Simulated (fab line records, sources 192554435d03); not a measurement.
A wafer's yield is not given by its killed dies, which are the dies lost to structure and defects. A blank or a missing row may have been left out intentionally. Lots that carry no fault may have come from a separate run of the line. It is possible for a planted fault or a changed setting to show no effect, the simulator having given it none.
Split-lot study -- flow n5-finfet -- 39 wafers read across 7 lots, on a route 1938 steps long

## ABOUT THE SPLIT
At N5_DUMMY_GATE_ETCH_31 (etches SiO2 in C4F6/O2, target depth 82.5 nm, time 27.5 s), the setting target-depth-a was moved away from the recipe's 825 angstrom on 18 of the 39 wafers read, by -12.4% to +10.6%. This setting was run at the recipe's value on the other wafers.

Reading taken at the split's own step.

## THE READING
etch.depth-nm (the simulator's own value, which no gauge read), in nm, at N5_DUMMY_GATE_ETCH_31 (etches SiO2 in C4F6/O2, target depth 82.5 nm, time 27.5 s). The file gives no usual value for it. Here, 21 wafers ran the recipe; their average is 82.74 nm with a standard deviation of 1.8 nm.

wafer,"tool, chamber at the split","target-depth-a as run, angstrom",against the recipe,"etch.depth-nm, nm",against lot-mates on the recipe
L075.1,"rie-diel-05, 2",825,recipe,81.26,-
L075.3,"rie-diel-05, 0",825,recipe,81.17,-
L075.4,"rie-diel-05, 3",825,recipe,82.01,-
L076.1,"rie-diel-03, 2",825,recipe,84.73,-
L076.2,"rie-diel-03, 1",866.4,+5.0%,83.85,+0.17
L076.3,"rie-diel-03, 3",825,recipe,82.79,-
L076.4,"rie-diel-03, 1",866.4,+5.0%,85.12,+1.44
L076.5,"rie-diel-03, 3",825,recipe,83.52,-
L076.6,"rie-diel-03, 2",866.4,+5.0%,88.38,+4.70
L078.1,"rie-diel-03, 0",825,recipe,84.62,-
L078.2,"rie-diel-03, 2",825,recipe,83.79,-
L078.3,"rie-diel-03, 3",912.7,+10.6%,91.81,+9.06
L078.4,"rie-diel-03, 1",825,recipe,79.83,-
L078.5,"rie-diel-03, 2",912.7,+10.6%,92.97,+10.22
L078.6,"rie-diel-03, 1",912.7,+10.6%,88.66,+5.91
L086.1,"rie-diel-03, 2",723.1,-12.4%,73.85,-9.91
L086.2,"rie-diel-03, 0",825,recipe,85.71,-
L086.3,"rie-diel-03, 3",723.1,-12.4%,73.21,-10.55
L086.4,"rie-diel-03, 1",825,recipe,79.89,-
L086.5,"rie-diel-03, 1",723.1,-12.4%,70.77,-12.99
L086.6,"rie-diel-03, 0",825,recipe,85.68,-
L089.1,"rie-diel-03, 2",794.1,-3.7%,81.54,-0.94
L089.2,"rie-diel-03, 3",794.1,-3.7%,80.23,-2.25
L089.3,"rie-diel-03, 0",794.1,-3.7%,82.45,-0.03
L089.4,"rie-diel-03, 1",825,recipe,79.49,-
L089.5,"rie-diel-03, 2",825,recipe,84.52,-
L089.6,"rie-diel-03, 3",825,recipe,83.43,-
L090.1,"rie-diel-03, 1",729.3,-11.6%,70.7,-12.26
L090.2,"rie-diel-03, 0",729.3,-11.6%,74.54,-8.42
L090.3,"rie-diel-03, 3",825,recipe,82.71,-
L090.4,"rie-diel-03, 2",825,recipe,83.74,-
L090.5,"rie-diel-03, 2",729.3,-11.6%,73.88,-9.08
L090.6,"rie-diel-03, 3",825,recipe,82.44,-
L093.1,"rie-diel-05, 3",774.7,-6.1%,78.76,-3.30
L093.2,"rie-diel-05, 2",825,recipe,81.28,-
L093.3,"rie-diel-05, 1",774.7,-6.1%,76.79,-5.27
L093.4,"rie-diel-05, 2",774.7,-6.1%,76.2,-5.86
L093.5,"rie-diel-05, 1",825,recipe,81.45,-
L093.6,"rie-diel-05, 3",825,recipe,83.44,-

THE FIT
A straight line over all 39 wafers: etch.depth-nm changes by +0.797 nm for each +1% of target-depth-a; r = +0.94; the points scatter about the line by 1.8 nm.
The same after taking each lot's own level away (the mean of its wafers on the recipe; 39 wafers): +0.805 nm for each +1%; r = +0.94; scatter 1.8 nm.
Per that fit: largest target-depth-a move, reading shift of 9.9 nm.
From 81.480 to 83.760 nm: that is the span of the lots' own levels, equal to 1.3 times the standard deviation above.
The two slopes are in agreement: the lot-to-lot level therefore moves the slope only a little.
Check: with one of the wafers moved furthest among these (-12.4%) left out of the fit, the line predicts -10.1 nm for it against its lot-mates. It came out at -9.91 nm against them.

## OTHER SPLITS APPLIED TO THESE WAFERS
These wafers also went through other splits before the reading. Each is held against what the fit with the lots' levels taken away leaves over:
other split on the same wafers,wafers away from the commonest value,r with etch.depth-nm (lot level and that fit taken away)
N5_WELL_APT_EXPOSE_05 dose-mj,15,+0.06
N5_DUMMY_GATE_EXPOSE_12 dose-mj,12,+0.08

## THE FILE'S OWN FIT
etch.depth-nm changes by +0.81 nm for each +1% of target-depth-a, r = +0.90.
